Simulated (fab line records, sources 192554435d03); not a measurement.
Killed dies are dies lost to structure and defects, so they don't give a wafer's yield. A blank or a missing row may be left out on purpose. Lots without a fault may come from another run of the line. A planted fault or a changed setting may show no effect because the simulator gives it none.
fab line records | flow n5_finfet
record lots=7 wafers=39
route steps=1938 shown BEOL_M11@1536
start_h: hours from the record's first day to the start of the lot's first wafer shown | wait_h: hours since the lot's step before | " the same as in the row above | L1.1+2: a row that stands for several wafers | - no value, or no start given | * or withheld: withheld | < > ~ a bound
route shown NAME@n: a module of which the file shows steps, and the number in the route of the first | usual: mean/standard deviation of fault-free wafers | same: alike in all rows | chamber/n: place in a boat | sites: the reading at each site | _std_site: their standard deviation | _edge_site: outer sites' mean less inner sites' | radius_mm: how far each site lies from the wafer's centre | mask NAME#n: copy n | behind: the tool/chamber that last shaped the wafer | hold: why the lot was held/for how many hours/how that ended | device: the transistor (n, p or np) that didn't switch | end of line: the same wafers' tests at the end of the route | a step without rows: its recipe alone | killed: dies lost to structure and defects at the first sort, not the wafer's yield | map: a wafer's dies, x killed, . not, _ none there
set.NAME: the setting as run; set.NAME@STEP: as run at that earlier step | model.NAME: the simulator's own value behind a step, which no gauge read
lots whose settings were changed on purpose; a table a step, a row a wafer
## steps
# step N5_BEOL_M11_ILD_DEP_00
# recipe material=SiCOH_lowk target_thk_a=3085.1 temp_c=300 precursor=DEMS/porogen pressure_torr=5 rf_w=500 time_s=58
# columns lot.wafer tool chamber start_h wait_h set.time_s model.SiCOH_lowk_of_BEOL_M11_ILD_DEP_00.thk_nm
L075.3 pecvd-02 2 246.08 0.0 58 300.4
L075.4 " 0 " " 58 309.8
L075.5 " 2 " " 58 306.8
L077.1 pecvd-04 1 257.91 0.0 58 302.6
L077.2 " 2 " " 58 307.6
L077.3 " 0 " " 58 308
L077.4 " 2 " " 58 311.4
L077.5 " 1 " " 58 313.2
L077.6 " 0 " " 58 312.8
L081.1 pecvd-04 1 267.60 0.0 58 302.2
L081.2 " 0 " " 58 305.6
L081.3 " 2 " " 79.95 420.4
L081.4 " 1 " " 79.95 422.2
L081.5 " 0 " " 58 308.2
L081.6 " 2 " " 79.95 427
L090.1 pecvd-04 0 334.42 0.0 58 302.6
L090.2 " 1 " " 58 299.2
L090.3 " 2 " " 58 304.6
L090.4 " 2 " " 58 309.6
L090.5 " 0 " " 58 311.2
L090.6 " 1 " " 58 310.2
L091.1 pecvd-02 0 363.98 0.0 58 311.2
L091.2 " 1 " " 26.63 145
L091.3 " 2 " " 26.63 139.2
L091.4 " 1 " " 58 310.4
L091.5 " 2 " " 58 307.4
L091.6 " 0 " " 26.63 146.6
L092.1 pecvd-02 0 365.70 0.0 38.26 204.2
L092.2 " 1 " " 58 305.6
L092.3 " 2 " " 38.26 201
L092.4 " 2 " " 58 310.6
L092.5 " 0 " " 58 310.2
L092.6 " 1 " " 38.26 207.4
L097.1 pecvd-04 2 392.31 0.0 79.12 411
L097.2 " 0 " " 58 304.6
L097.3 " 1 " " 58 304.4
L097.4 " 2 " " 58 305.4
L097.5 " 1 " " 79.12 421
L097.6 " 0 " " 79.12 424.8
# step N5_BEOL_M11_CURE_71
# recipe temp_c=385 time_s=240 ambient=He/Ar material=SiCOH_lowk
# columns lot.wafer tool chamber start_h wait_h set.time_s@BEOL_M11_ILD_DEP_00 model.SiCOH_lowk_of_BEOL_M11_ILD_DEP_00.thk_nm
L075.3 uv_cure-02 1 246.32 0.2 58 260.8
L075.4 " 1 " " 58 269.2
L075.5 " 1 " " 58 266.4
L077.1 uv_cure-03 1 257.99 0.0 58 262.8
L077.2 " 1 " " 58 267.2
L077.3 " 1 " " 58 267.4
L077.4 " 1 " " 58 270.6
L077.5 " 1 " " 58 272.2
L077.6 " 1 " " 58 271.8
L081.1 uv_cure-03 1 267.68 0.0 58 262.4
L081.2 " 1 " " 58 265.6
L081.3 " 1 " " 79.95 367.4
L081.4 " 1 " " 79.95 369
L081.5 " 1 " " 58 267.8
L081.6 " 1 " " 79.95 373.4
L090.1 uv_cure-01 0 334.50 0.0 58 262.8
L090.2 " 0 " " 58 259.8
L090.3 " 0 " " 58 264.6
L090.4 " 0 " " 58 269
L090.5 " 0 " " 58 270.4
L090.6 " 0 " " 58 269.4
L091.1 uv_cure-03 0 364.05 0.0 58 270.2
L091.2 " 0 " " 26.63 124.8
L091.3 " 0 " " 26.63 119.8
L091.4 " 0 " " 58 269.6
L091.5 " 0 " " 58 267.2
L091.6 " 0 " " 26.63 126.2
L092.1 uv_cure-01 0 365.78 0.0 38.26 176.2
L092.2 " 0 " " 58 265.4
L092.3 " 0 " " 38.26 173.6
L092.4 " 0 " " 58 269.8
L092.5 " 0 " " 58 269.4
L092.6 " 0 " " 38.26 179.2
L097.1 uv_cure-02 2 392.39 0.0 79.12 359.2
L097.2 " 2 " " 58 264.6
L097.3 " 2 " " 58 264.4
L097.4 " 2 " " 58 265.2
L097.5 " 2 " " 79.12 368
L097.6 " 2 " " 79.12 371.4
# step N5_BEOL_M11_THK_MEAS_01
# recipe reads=SiCOH_lowk_of_BEOL_M11_ILD_DEP_00
# usual M11_ILD_THK=267/3.7
# columns lot.wafer tool chamber start_h wait_h set.time_s@BEOL_M11_ILD_DEP_00 M11_ILD_THK[nm]
L075.3 film_metro-02 - 246.67 0.3 58 261
L075.4 " - " " 58 269
L075.5 " - " " 58 267
L077.1 film_metro-02 - 258.51 0.4 58 263
L077.2 " - " " 58 267
L077.3 " - " " 58 268
L077.4 " - " " 58 271
L077.5 " - " " 58 272
L077.6 " - " " 58 272
L081.1 film_metro-02 - 268.19 0.4 58 263
L081.2 " - " " 58 265
L081.3 " - " " 79.95 368
L081.4 " - " " 79.95 369
L081.5 " - " " 58 268
L081.6 " - " " 79.95 374
L090.1 film_metro-01 - 335.01 0.4 58 263
L090.2 " - " " 58 260
L090.3 " - " " 58 265
L090.4 " - " " 58 269
L090.5 " - " " 58 270
L090.6 " - " " 58 269
L091.1 film_metro-02 - 364.57 0.4 58 270
L091.2 " - " " 26.63 125
L091.3 " - " " 26.63 120
L091.4 " - " " 58 270
L091.5 " - " " 58 267
L091.6 " - " " 26.63 126
L092.1 film_metro-01 - 366.29 0.4 38.26 176
L092.2 " - " " 58 266
L092.3 " - " " 38.26 174
L092.4 " - " " 58 270
L092.5 " - " " 58 269
L092.6 " - " " 38.26 179
L097.1 film_metro-01 - 392.90 0.4 79.12 359
L097.2 " - " " 58 264
L097.3 " - " " 58 264
L097.4 " - " " 58 265
L097.5 " - " " 79.12 368
L097.6 " - " " 79.12 371
## key
split step=N5_BEOL_M11_ILD_DEP_00 setting=time_s stated=58 by=wafer
response step=N5_BEOL_M11_ILD_DEP_00 reading=model.SiCOH_lowk_of_BEOL_M11_ILD_DEP_00.thk_nm change=+3.09 per=1% r=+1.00
response step=N5_BEOL_M11_CURE_71 reading=model.SiCOH_lowk_of_BEOL_M11_ILD_DEP_00.thk_nm change=+2.73 per=1% r=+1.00
response step=N5_BEOL_M11_THK_MEAS_01 reading=M11_ILD_THK change=+2.73 per=1% r=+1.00
